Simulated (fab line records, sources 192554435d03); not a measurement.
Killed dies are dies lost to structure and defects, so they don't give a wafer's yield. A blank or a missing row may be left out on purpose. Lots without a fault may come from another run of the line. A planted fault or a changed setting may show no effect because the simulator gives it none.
Split-lot experiment | flow n5_finfet | 7 lots, 21 wafers read, on a route of 1938 steps

THE SPLIT
At N5_HKMG_FIN_COAT_30 (time 60 s, resist thk 35 nm), the setting spin_rpm was moved away from the recipe's 1500 rpm on 6 of the 21 wafers read, by -5.9% to +11.1%. The other wafers ran this setting at the recipe's value.

FROM THE SPLIT TO THE READING: what the file shows between them, 4 steps
- N5_HKMG_FIN_PEB_10: peb time 60 s (also split here: peb_time_s)
- N5_HKMG_FIN_DEVELOP_11: develop time 30 s
- N5_HKMG_FIN_CD_MEAS_12: target cd 92.8 nm
- N5_HKMG_FIN_DESCUM_17: chemistry O2, time 7.9 s

THE READING
etch.depth_nm (the simulator's own value, which no gauge read), in nm, at N5_HKMG_FIN_ETCH_31 (etches SiARC in CF4, target depth 45.5 nm, time 75.8 s). The file gives no usual value for it. The 15 wafers here that ran the recipe average 35.04 nm, standard deviation 0.085 nm.

wafer  | tool, chamber at the split | spin_rpm as run, rpm | against the recipe | etch.depth_nm, nm | against lot-mates on the recipe
L078.1 | litho_track-05, 0          | 1500                 | recipe             | 34.87             | -
L078.3 | litho_track-05, 0          | 1500                 | recipe             | 34.97             | -
L078.5 | litho_track-05, 0          | 1500                 | recipe             | 34.88             | -
L080.2 | litho_track-05, 0          | 1666                 | +11.1%             | 33.19             | -1.83
L080.3 | litho_track-05, 0          | 1500                 | recipe             | 34.97             | -
L080.4 | litho_track-05, 0          | 1500                 | recipe             | 35.06             | -
L082.3 | litho_track-03, 0          | 1500                 | recipe             | 35.11             | -
L082.5 | litho_track-03, 0          | 1500                 | recipe             | 35.17             | -
L082.6 | litho_track-03, 0          | 1500                 | recipe             | 35.08             | -
L085.1 | litho_track-04, 0          | 1429                 | -4.7%              | 35.77             | +0.76
L085.5 | litho_track-04, 0          | 1500                 | recipe             | 35.03             | -
L085.6 | litho_track-04, 0          | 1500                 | recipe             | 35                | -
L089.3 | litho_track-04, 0          | 1500                 | recipe             | 35.15             | -
L089.5 | litho_track-04, 0          | 1500                 | recipe             | 35.06             | -
L089.6 | litho_track-04, 0          | 1500                 | recipe             | 35.11             | -
L092.2 | litho_track-05, 0          | 1500                 | recipe             | 35.08             | -
L092.5 | litho_track-05, 0          | 1584                 | +5.6%              | 34.06             | -1.02
L092.6 | litho_track-05, 0          | 1584                 | +5.6%              | 34.09             | -0.99
L094.1 | litho_track-05, 0          | 1500                 | recipe             | 35.06             | -
L094.3 | litho_track-05, 0          | 1411                 | -5.9%              | 36.1              | +1.04
L094.4 | litho_track-05, 0          | 1411                 | -5.9%              | 36.11             | +1.05

THE FIT
A straight line over all 21 wafers: etch.depth_nm changes by -0.17 nm for each +1% of spin_rpm; r = -0.99; the points scatter about the line by 0.08 nm.
The same after taking each lot's own level away (the mean of its wafers on the recipe; 21 wafers): -0.171 nm for each +1%; r = -1.00; scatter 0.042 nm.
On that fit, the largest move of spin_rpm shifts the reading by 1.9 nm.
The lots' own levels span 34.907 to 35.120 nm, that is 2.5 times the standard deviation above.
So the lot-to-lot level changes the slope little: the two slopes agree.
Check: with one of the wafers moved furthest among these (+11.1%) left out of the fit, the line predicts -1.95 nm for it against its lot-mates. It came out at -1.83 nm against them.

OTHER SPLITS ON THESE WAFERS
These wafers also went through other splits before the reading. Each is held against what the fit with the lots' levels taken away leaves over:
other split on the same wafers          | wafers away from the commonest value | r with etch.depth_nm (lot level and that fit taken away)
N5_ZERO_LAYER_COAT_05 spin_rpm          | 9                                    | -0.06
N5_ZERO_LAYER_DEVELOP_10 develop_time_s | 10                                   | -0.53
N5_FIN_SAQP_ETCH_65 time_s              | 2                                    | -0.06
N5_SD_EPI_N_COAT_32 spin_rpm            | 6                                    | -0.40
N5_SD_EPI_N_COAT_33 spin_rpm            | 4                                    | +0.39
N5_SD_EPI_P_COAT_34 spin_rpm            | 3                                    | -0.14
N5_SD_EPI_P_PEB_07 peb_time_s           | 10                                   | +0.21
N5_SDB_CUT_ETCH_26 icp_w                | 8                                    | +0.04
N5_SDB_ALD_29 ald_cycles                | 8                                    | -0.17
N5_HKMG_FIN_PEB_10 peb_time_s           | 4                                    | +0.19

THE WHOLE CHAIN: every reading that the file lists as answering this split, in the file's order
step                | what it does                                           | reading                                                                             | change (the file's fit)               | r (the file's)
N5_HKMG_FIN_COAT_30 | time 60 s, resist thk 35 nm                            | SiARC_of_HKMG_FIN_COAT_30.thk_nm (the simulator's own value, which no gauge read)   | -0.172 nm for each +1% of the setting | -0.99
N5_HKMG_FIN_ETCH_31 | etches SiARC in CF4, target depth 45.5 nm, time 75.8 s | CAR-ArF_of_HKMG_FIN_COAT_06.thk_nm (the simulator's own value, which no gauge read) | +0.151 nm for each +1% of the setting | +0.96
N5_HKMG_FIN_ETCH_31 | etches SiARC in CF4, target depth 45.5 nm, time 75.8 s | etch.depth_nm (the simulator's own value, which no gauge read)                      | -0.168 nm for each +1% of the setting | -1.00

THE FILE'S OWN FIT
etch.depth_nm changes by -0.168 nm for each +1% of spin_rpm, r = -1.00.
